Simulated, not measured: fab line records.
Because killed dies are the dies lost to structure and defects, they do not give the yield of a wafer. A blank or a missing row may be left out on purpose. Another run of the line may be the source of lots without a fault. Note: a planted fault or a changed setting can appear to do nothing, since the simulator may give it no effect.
Commonality check across tools ; flow nand harc ; Lots sampled 3, wafers sampled 9

== WHY IT WAS OPENED ==
Flagged at NHARC_END_SORT_01: reading killed at periphery, on 2 of 3 lots. Wafers without a fault read 3.9, standard deviation 2.8.
Rule: a lot is flagged when every wafer of it that has a number lies more than 4 standard deviations from that mean, or none has a number. The rest of the lots are taken to be sound.

lot;measured;on;killed at periphery, wafer by wafer;flag
L474;day 25 09:55;prober-01;622 624 617;FLAGGED
L476;day 26 00:58;prober-02;638 634 634;FLAGGED
L490;day 31 11:34;prober-01;4 2 4;
The numbers of the flagged lots are 628.2 on average: +624.3 against the usual, or +99 or more standard deviations.

== LOT BY LOT: THE TOOL USED ==
Before the reading, the record contains 3 process steps out of a 1302-step route. In each cell: the tool, then ch and the chambers that the sampled wafers went through, then the start.
lot;flag;NHARC_P_GATE_STRIP_101;NHARC_P_GATE_DESCUM_93;NHARC_P_GATE_RTA_64
L474;FLAGGED;rie diel-09 ch 0,1,3, day 6 05:34;rie diel-03 ch 0,2,3, day 6 10:08;rtp anneal-01, day 6 11:48
L476;FLAGGED;rie diel-03 ch 0,3, day 6 22:48;rie diel-03 ch 0,2, day 7 03:17;rtp anneal-02, day 7 05:01
L490;;rie diel-03 ch 0,3, day 13 09:51;rie diel-03 ch 1,2, day 13 14:08;rtp anneal-02 ch 0, day 13 15:47
What is done by these steps:
- NHARC_P_GATE_STRIP_101: strips in O2, time 20 s.
- NHARC_P_GATE_DESCUM_93: chemistry O2, time 3 s.
- NHARC_P_GATE_RTA_64: time 1 s.
- NHARC_END_SORT_01

== FLAGGED OVER TOTAL, TOOL BY TOOL (the gauges that took the reading come last) ==
step;tool;lots run;flagged;share of the flagged lots;sound lots run after its first flagged lot
NHARC_P_GATE_STRIP_101;rie diel-03;2;1;some;1 (L490)
NHARC_P_GATE_STRIP_101;rie diel-09;1;1;some;0
NHARC_P_GATE_DESCUM_93;rie diel-03;3;2;all;1 (L490)
NHARC_P_GATE_RTA_64;rtp anneal-01;1;1;some;0
NHARC_P_GATE_RTA_64;rtp anneal-02;2;1;some;1 (L490)
NHARC_END_SORT_01;prober-01;2;1;some;1 (L490)
NHARC_END_SORT_01;prober-02;1;1;some;0

== WHAT THE TABLE ALLOWS ==
Rows of the table that ran each flagged lot: 1, that is rie diel-03 at NHARC_P_GATE_DESCUM_93.
- rie diel-03 at NHARC_P_GATE_DESCUM_93 ran 3 lots, 2 of them flagged. After the first flagged lot (L490), sound lots still ran on it; a lasting fault on the whole tool would not permit that.
There is no row in the table that ran each flagged lot and no sound lot after the first.

== WHAT THE SIMULATOR PUT IN ==
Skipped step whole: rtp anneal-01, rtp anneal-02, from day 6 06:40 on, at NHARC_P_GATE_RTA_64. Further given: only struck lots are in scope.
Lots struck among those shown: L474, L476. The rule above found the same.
